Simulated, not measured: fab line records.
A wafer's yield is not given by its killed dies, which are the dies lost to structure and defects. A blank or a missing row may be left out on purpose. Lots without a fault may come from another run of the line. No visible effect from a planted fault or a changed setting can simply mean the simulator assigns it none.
Struck lot and sound lot, side by side + flow n5Finfet + 37 steps out of a route of 1938
Sound: these wafers, L663.1, L663.4, L663.5. Wafers L678.4, L678.6 were the ones struck. At the end, the cause is stated.
For every step that has rows: the tool of each side, followed by ch and its chambers, followed by its first start. Under that, the readings that differ: sound wafers + struck wafers + difference of the means + sigmas: that difference in standard deviations of wafers without a fault.
alike: readings whose means differ by less than 2 such deviations, and words and numbers that are the same on both sides. not compared: withheld readings, readings that some wafer has no value for, bounds like >300 that may hide the same value, and numbers for which the record gives no deviation and whose values overlap.
Wherever a step has rows on one side only, a row that says differs or no value, or a row with sigmas, the two part there. Numbers that don't overlap but have no deviation are shown without sigmas and don't part them. A reading that every wafer of one side lacks parts them only if that side has two wafers or more.

first, 9 steps without rows for these wafers: N5_BEOL_M0_SAQP_COAT_34 (resist thk 30 nm); N5_BEOL_M0_SAQP_EBR_36; N5_BEOL_M0_SAQP_SOFTBAKE_35 (time 60 s); N5_BEOL_M0_SAQP_EXPOSE_37 (exposes mask M0 CUT1, target cd 30 nm); N5_BEOL_M0_SAQP_PEB_38 (peb time 60 s); N5_BEOL_M0_SAQP_DEVELOP_39 (develop time 30 s); N5_BEOL_M0_SAQP_DESCUM_45 (chemistry O2, time 7 s); N5_BEOL_M0_SAQP_ETCH_88 (etches underlayer in N2/H2, target depth 6.5 nm, time 5.2 s); N5_BEOL_M0_SAQP_ETCH_73 (etches SiARC in CF4, target depth 19.5 nm, time 32.5 s).
N5_BEOL_M0_SAQP_CUT_ETCH_46: etches SOC in N2/H2, target depth 135 nm, overetch 27 nm, time 202.5 s.
  sound on rieDiel-06 ch 0,2, day 5 19:28; struck on rieDiel-06 ch 0,1, day 9 14:24
| reading                                        | sound     | struck  | difference | sigmas |
|------------------------------------------------|-----------|---------|------------|--------|
| model.SiARC_of_BEOL_M0_SAQP_COAT_72.thkNm (nm) | 5 4.6 5.2 | 9.8 9.4 | +4.7       |        |
| model.BEOL_M0_SAQP.cdNm (nm)                   | 30 30 30  | 28.4 28 | -1.8       |        |
  alike: drypumpMotorCurrentA, rfVppV, showerheadPlenumPTorr, throttleValvePct
  not compared: rfHoursCounterH
then, 3 steps without rows for these wafers: N5_BEOL_M0_SAQP_STRIP_74 (strips in N2/H2); N5_BEOL_M0_SAQP_STRIP_89 (strips in N2/H2); N5_BEOL_M0_SAQP_ALD_48 (deposits SiO2, target thk 20 nm, pulse time 1 s, co reactant pulse time 1 s).
N5_BEOL_M0_SAQP_ETCH_49: etches SiO2 in CF4/O2, target depth 37 nm.
  sound on rieDiel-01 ch 0,1,3, day 5 20:22; struck on rieDiel-06 ch 0,3, day 9 15:10
| reading                      | sound       | struck  | difference | sigmas |
|------------------------------|-------------|---------|------------|--------|
| rfVppV (V)                   | 235 237 237 | 242 253 | +11        | +2     |
| model.BEOL_M0_SAQP.cdNm (nm) | 30 30 30    | 28.2 28 | -1.9       |        |
  alike: cf4FlowSccm, drypumpMotorCurrentA, oesProductAu, showerheadPlenumPTorr, throttleValvePct
  not compared: rfHoursCounterH
then, 21 steps without rows for these wafers: N5_BEOL_M0_SAQP_STRIP_75 (strips in CF4); N5_BEOL_M0_CUTY_COAT_50 (time 60 s, resist thk 15 nm); N5_BEOL_M0_CUTY_COAT_51 (resist thk 150 nm); N5_BEOL_M0_CUTY_EBR_52; N5_BEOL_M0_CUTY_SOFTBAKE_53 (time 60 s); N5_BEOL_M0_CUTY_EXPOSE_54 (exposes mask M0 ABLK); N5_BEOL_M0_CUTY_PEB_55 (peb time 60 s); N5_BEOL_M0_CUTY_DEVELOP_56 (develop time 30 s); N5_BEOL_M0_CUTY_DESCUM_61 (chemistry O2, time 7.9 s); N5_BEOL_M0_CUTY_ETCH_62 (etches SiARC in CF4, time 58.5 s); N5_BEOL_M0_CUTY_ETCH_63 (etches SOC in N2/H2, target depth 82.7 nm, overetch 16.5 nm, time 124 s); N5_BEOL_M0_CUTY_STRIP_64 (strips in N2/H2); N5_BEOL_M0_ETCH_138 (etches SiCN in CH3F/O2, target depth 12 nm, time 31.6 s); N5_BEOL_M0_HM_OPEN_105 (chemistry Cl2/BCl3, target TiN, target depth 12 nm); N5_BEOL_M0_STRIP_140 (strips in CF4); N5_BEOL_M0_STRIP_104 (strips in N2/H2); N5_BEOL_M0_WET_ETCH_106 (etches SiO2 in DHF, target depth 130 nm, rinse time 30 s); N5_BEOL_M0_ETCH_128 (etches SiCN in CF4/N2, target depth 12 nm, overetch 5.1 nm, time 21.4 s); N5_BEOL_M0_TRENCH_ETCH_107 (etches SiOC in C4F6/O2, target depth 32.8 nm, time 16.4 s); N5_BEOL_M0_STRIP_142 (strips in N2/H2, time 10 s); N5_BEOL_M0_HM_STRIP_129 (strips TiN in peroxide tin strip, target depth 17 nm, time 108 s).
-- here the record skips 3 days between the struck wafers' starts before and after, leaving off in module BEOL_M0 and picking up in module BEOL_M4 (first step shown: number 1111 of the route) --
N5_BEOL_M4_RC_MEAS_101:
  sound on prober-02 ch 0, day 7 23:11; struck on prober-02 ch 0, day 12 11:52
  alike: DIBL_N, DIBL_P, IOFF_N, IOFF_P, ION_N, ION_P, SS_N, SS_P, VT_N, VT_P
-- the record jumps here: 4 days lie between the struck wafers' starts before and after (it left off in module BEOL_M4 and takes up again in module PASSIVATION, whose first step shown is number 1936 of the route) --
N5_PASSIVATION_PROBE_49:
  struck on prober-01, day 16 18:17; sound on prober-01, day 12 18:31
| reading                 | sound          | struck    | difference | sigmas |
|-------------------------|----------------|-----------|------------|--------|
| defectLimitedYield (%)  | 90.8 93.2 91.1 | 0 81.9    | -51        | -30    |
| killed_at_M0_to_M3      | 20 18 24       | 1117 130  | +603       | +55    |
| killedDies              | 108 80 105     | 1180 214  | +599       | +30    |
| killedOnRim             | 22 11 16       | 152 83    | +101       | +24    |
| sort_bin_5_function (%) | 5.3 3.8 5.5    | 94.9 13.1 | +49.1      | +45    |
| sortNPass               | 1072 1100 1075 | 0 966     | -599       | -30    |
| sortYieldPct (%)        | 90.8 93.2 91.1 | 0 81.9    | -51        | -30    |
  alike: killed_at_M4_up, killedAtContacts, killedAtFrontEnd, killedAtOther, killedOpen, killedShort, sort_bin_6_memory

== WHERE THEY PART ==
Last at N5_PASSIVATION_PROBE_49 as far as this record goes, first at N5_BEOL_M0_SAQP_ETCH_49.

WHY: whatever the simulator had introduced
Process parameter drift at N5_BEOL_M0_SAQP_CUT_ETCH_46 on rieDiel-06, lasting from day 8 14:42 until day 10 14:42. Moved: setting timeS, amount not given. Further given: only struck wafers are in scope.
